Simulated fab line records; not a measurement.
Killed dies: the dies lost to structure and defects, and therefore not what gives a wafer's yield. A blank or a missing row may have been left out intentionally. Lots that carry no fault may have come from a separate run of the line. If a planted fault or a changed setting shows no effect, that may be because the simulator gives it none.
Chamber matching | flow n5Finfet | rieDiel-04 running N5_HKMG_FIN_STRIP_89: 4 sister chambers
The step strips SOC in N2/H2, time 20 s. 8 wafers are shown with their chamber, then 12 later ones without.

EACH WAFER AND ITS CHAMBER
wafer  | chamber | drypumpMotorCurrentA (A) | throttleValvePct (%)
L080.5 | 2       | 6.5                      | 19.5
L084.1 | 1       | 5.6                      | 19.5
L087.3 | 1       | 5.6                      | 19.5
L087.5 | 0       | 5.6                      | 19.4
L087.6 | 3       | 5.7                      | 18.9
L088.1 | 3       | 5.6                      | 18.9
L088.3 | 0       | 5.6                      | 19.4
L088.4 | 2       | 6.5                      | 19.1

WAFERS MISSING THEIR CHAMBER
wafer  | drypumpMotorCurrentA (A) | throttleValvePct (%)
L094.2 | 5.6                      | 19.5
L094.4 | 5.6                      | 19.5
L094.6 | 6.5                      | 19.2
L095.1 | 6.6                      | 19.2
L095.2 | 5.6                      | 18.9
L095.3 | 5.6                      | 19.5
L095.4 | 5.6                      | 19.5
L095.5 | 6.5                      | 19.2
L095.6 | 5.6                      | 18.9
L097.3 | 5.6                      | 19.5
L097.4 | 5.6                      | 18.9
L097.5 | 5.6                      | 19.5

THE CHAMBER EACH PASSED THROUGH
wafer  | from the rows above     | in truth
L094.2 | can't be placed: 1 or 0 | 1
L094.4 | can't be placed: 1 or 0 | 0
L094.6 | 2                       | 2
L095.1 | 2                       | 2
L095.2 | 3                       | 3
L095.3 | can't be placed: 1 or 0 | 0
L095.4 | can't be placed: 1 or 0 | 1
L095.5 | 2                       | 2
L095.6 | 3                       | 3
L097.3 | can't be placed: 1 or 0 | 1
L097.4 | 3                       | 3
L097.5 | can't be placed: 1 or 0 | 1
Placed correctly: 6 of 12. From these rows, 6 cannot be placed; in 6 the true chamber is one of the candidates. Placed wrongly: 0.
How it was worked out, from the rows above alone: a wafer's distance from a chamber is the root of the sum, over the readings, of the square of ((its reading less the chamber's mean) divided by the reading's scatter). If the next closest chamber is less than 2 further off than the closest, the wafer can't be placed; otherwise it belongs to the closest. For every chamber, the mean is computed from those of its wafers that are shown. How the scatter is found: for the shown wafers, subtract from each reading the mean of its chamber, square and add these, divide the total by (wafers less chambers), then take the root.
